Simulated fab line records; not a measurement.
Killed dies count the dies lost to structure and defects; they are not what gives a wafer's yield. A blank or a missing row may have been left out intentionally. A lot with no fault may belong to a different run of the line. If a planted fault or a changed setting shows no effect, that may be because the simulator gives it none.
Chamber matching ; flow n5 finfet ; N5_BEOL_M11_CMP_52 on cmp-02 has 4 sister chambers
The step polishes, stops on SiCOH lowk, t overpolish 7 s, target thk 140 nm. 8 wafers are shown with their chamber, then 9 later ones without.

== WAFERS WITH THEIR CHAMBER ==
wafer;chamber;edge zone pressure frac;motor current A (A)
L081.4;2;1.007;6.1
L083.1;2;1.008;5.7
L083.2;3;1.004;6.6
L085.4;3;1.004;6.5
L085.5;1;0.998;6.1
L086.2;0;1.000;6.5
L086.4;1;0.999;6.2
L086.6;0;0.998;6.1

== WAFERS WITH NO CHAMBER GIVEN ==
wafer;edge zone pressure frac;motor current A (A)
L091.3;1.003;6.1
L091.4;1.004;6.1
L091.6;1.002;6.2
L090.2;1.003;6.5
L090.3;0.992;6.0
L090.4;1.000;5.8
L092.1;1.000;6.3
L092.2;0.997;6.3
L092.5;1.001;6.1

== WHICH CHAMBER EACH WENT THROUGH ==
wafer;from the rows above;in truth
L091.3;3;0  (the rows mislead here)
L091.4;can't be placed: 3 or 2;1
L091.6;can't be placed: 3 or 0 or 1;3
L090.2;3;3
L090.3;can't be placed: 1 or 0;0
L090.4;can't be placed: 1 or 0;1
L092.1;can't be placed: 0 or 1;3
L092.2;can't be placed: 1 or 0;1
L092.5;can't be placed: 0 or 1 or 3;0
Placed correctly: 1 of 9. Cannot be placed on the basis of these rows: 7; the candidates contain the true chamber in 5. 1 placed wrongly.
How it was worked out, from the rows above alone: a wafer's distance from a chamber is the root of the sum, over the readings, of the square of ((its reading less the chamber's mean) divided by the reading's scatter). The wafer belongs to the nearest chamber; if the next one is less than 2 further off, it can't be placed. A chamber's mean is the mean of its shown wafers. The scatter is the square root of a quotient: the sum, over the shown wafers, of each reading's squared deviation from its chamber's mean, divided by wafers minus chambers.
